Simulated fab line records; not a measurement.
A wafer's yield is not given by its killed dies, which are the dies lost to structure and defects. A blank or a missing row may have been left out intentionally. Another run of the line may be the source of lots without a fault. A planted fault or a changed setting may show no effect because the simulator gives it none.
A lot that was struck, set against a sound lot | flow n5-finfet | 26 out of 1938 route steps
Sound: the wafers L387.3, L387.5, L387.6. Wafers struck: L389.3, L389.5, L389.6. The cause is named last.
At each step with rows: each side's tool, then ch and its chambers, then its first start. Under that, the readings that differ: sound wafers | struck wafers | difference of the means | sigmas: that difference in standard deviations of wafers without a fault.
alike: a reading whose means differ by less than 2 such deviations, as well as words and numbers matching on both sides. not compared: withheld readings; readings where some wafer has no value; bounds like >300 that might hide an equal value; numbers whose values overlap and for which the record gives no deviation.
Wherever a step has rows on one side only, a row that says differs or no value, or a row with sigmas, the two part there. When numbers do not overlap yet have no deviation, they are printed without sigmas and do not part them. A reading that every wafer of one side lacks parts them only if that side has two wafers or more.

N5_MOL_CONTACT_COAG_CMP_23: polishes, stops on SiO2, t overpolish 1.5 s, target thk 0 nm.
  sound on cmp-04 ch 0,3, day 7 16:09; struck on cmp-03 ch 0,3, day 8 03:14
  alike: motor-current-A, overpolish-run-s, time-to-endpoint-s
then, 3 steps without rows for these wafers: N5_MOL_CONTACT_COAG_WET_ETCH_26 (target Co, target depth 13 nm); N5_MOL_CONTACT_COAG_WET_ETCH_116 (etches the open film in SC1-inhibited, target depth 4.6 nm, rinse time 30 s); N5_MOL_CONTACT_COAG_ALD_27 (deposits SiOC, target thk 17 nm, pulse time 1.5 s, time 2720 s).
N5_MOL_CONTACT_COAG_CMP_28: polishes, stops on SiNx, t overpolish 0.85 s, target thk 14.522 nm.
  sound on cmp-03 ch 0,2,3, day 7 18:35; struck on cmp-03 ch 0,3, day 8 06:05
  alike: motor-current-A, time-to-endpoint-s
N5_MOL_CONTACT_COAG_THK_MEAS_29:
  struck on film-metro-01, day 8 06:21; sound on film-metro-01, day 7 18:49
  alike: MD_CAP_THK
N5_MOL_CONTACT_COAG_ALD_123: deposits SiNx, target thk 5 nm, pulse time 1 s, purge time 2 s.
  sound on ald-sin-03 ch 0,1,3, day 7 18:50; struck on ald-sin-04 ch 2,3, day 8 06:23
  alike: chamber-pressure-Torr, heater-power-outer-w, heater-power-w, precursor-pulse-height-rel
then, 3 steps without rows for these wafers: N5_MOL_CONTACT_COAG_PECVD_31 (deposits SiO2 from TEOS/O2, target thk 46 nm, time 8.9 s); N5_MOL_CONTACT_COAG_COAT_75 (time 60 s, resist thk 60 nm); N5_MOL_CONTACT_COAG_COAT_76 (time 60 s, resist thk 10 nm).
N5_MOL_CONTACT_COAG_COAT_77: time 60 s, resist thk 10 nm.
  sound on litho-track-03 ch 0, day 7 19:25; struck on litho-track-01 ch 0, day 8 06:57
  reading                                                  | sound                | struck               | difference | sigmas
  spin-speed-rpm (rpm)                                     | 1499.5 1498.5 1498.9 | 1187.3 1188.6 1187.7 | -311.1     | -99 or more
  model.underlayer_of_MOL_CONTACT_COAG_COAT_77.thk-nm (nm) | 10 10 10             | 11.2 11.2 11.2       | +1.2       |
then, 6 steps without rows for these wafers: N5_MOL_CONTACT_COAG_COAT_78 (resist thk 40 nm); N5_MOL_CONTACT_COAG_EBR_80; N5_MOL_CONTACT_COAG_SOFTBAKE_79 (time 60 s); N5_MOL_CONTACT_COAG_EXPOSE_81 (exposes mask VG, defocus 0 nm); N5_MOL_CONTACT_COAG_PEB_82 (peb time 60 s); N5_MOL_CONTACT_COAG_DEVELOP_83 (develop time 30 s).
N5_MOL_CONTACT_COAG_CD_MEAS_84: target cd 25.1 nm.
  sound on cd-sem-02 ch 0, day 7 19:49; struck on cd-sem-01 ch 0, day 8 07:51
  alike: cd-nm
N5_MOL_CONTACT_COAG_OVL_MEAS_85:
  sound on overlay-01 ch 0, day 7 19:51; struck on overlay-01 ch 0, day 8 07:53
  alike: VG_OVL
N5_MOL_CONTACT_COAG_INSPECT_57: inspects for defects (brightfield).
  struck on defect-inspect-02, day 8 07:56; sound on defect-inspect-02, day 7 19:54
  alike: raw-defect-count
then, 1 step without rows for these wafers: N5_MOL_CONTACT_COAG_DESCUM_88 (chemistry O2, time 7 s).
N5_MOL_CONTACT_COAG_ETCH_89: etches underlayer in N2/H2, target depth 13 nm, time 10.4 s.
  sound on rie-diel-01 ch 0,1,2, day 7 20:32; struck on rie-diel-04 ch 0,2,3, day 8 08:00
  reading                                               | sound             | struck            | difference | sigmas
  etch-rf-on-time-s (s)                                 | 10.35 10.55 10.03 | 11.71 11.08 11.17 | +1.01      | +4
  model.CAR-EUV_of_MOL_CONTACT_COAG_COAT_78.thk-nm (nm) | 24.4 24.6 24.4    | 23.6 23.2 23.2    | -1.1       |
  model.etch.depth-nm (nm)                              | 10.04 10.04 10.01 | 11.24 11.24 11.24 | +1.21      |
  alike: drypump-motor-current-A, oes-product-au, rf-vpp-V, showerhead-plenum-p-Torr, throttle-valve-pct
  not compared: rf-hours-counter-h
N5_MOL_CONTACT_COAG_ETCH_90: etches SiARC in CF4, target depth 13 nm, time 21.7 s.
  sound on rie-diel-01 ch 0,1,2, day 7 20:33; struck on rie-diel-04 ch 0,2,3, day 8 08:01
  alike: drypump-motor-current-A, etch-rf-on-time-s, oes-product-au, rf-vpp-V, showerhead-plenum-p-Torr, throttle-valve-pct
  not compared: rf-hours-counter-h
N5_MOL_CONTACT_COAG_ALD_131: deposits SiO2, target thk 5 nm, pulse time 1 s, co reactant pulse time 1 s.
  sound on ald-sin-02 ch 1,2, day 7 20:38; struck on ald-sin-02 ch 0,1,3, day 8 08:06
  alike: chamber-pressure-Torr, heater-power-outer-w, heater-power-w, precursor-pulse-height-rel
N5_MOL_CONTACT_COAG_ETCHBACK_132: etches SiO2 in CHF3, target depth 10 nm, time 6.7 s.
  sound on rie-diel-01 ch 0,1,2, day 7 20:49; struck on rie-diel-05 ch 0,2,3, day 8 08:17
  reading                                               | sound          | struck       | difference | sigmas
  model.CAR-EUV_of_MOL_CONTACT_COAG_COAT_78.thk-nm (nm) | 15.2 15.6 15.4 | 14.4 14.2 14 | -1.2       |
  alike: drypump-motor-current-A, oes_ar_750_au, oes_f_703_au, oes-product-au, rf-vpp-V, showerhead-plenum-p-Torr, throttle-valve-pct
  not compared: rf-hours-counter-h
then, 1 step without rows for these wafers: N5_MOL_CONTACT_COAG_ETCH_91 (etches SOC in N2/H2, target depth 60 nm, overetch 21 nm, time 101.2 s).

== WHERE THEY PART ==
At N5_MOL_CONTACT_COAG_COAT_77 first; at N5_MOL_CONTACT_COAG_ETCH_89 last (within this record only). Later steps at which nothing parts them and some readings are alike: N5_MOL_CONTACT_COAG_ETCH_90, N5_MOL_CONTACT_COAG_ALD_131, N5_MOL_CONTACT_COAG_ETCHBACK_132.

WHY: what had been put in by the simulator
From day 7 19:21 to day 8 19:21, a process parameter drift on litho-track-01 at N5_MOL_CONTACT_COAG_COAT_77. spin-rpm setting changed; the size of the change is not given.
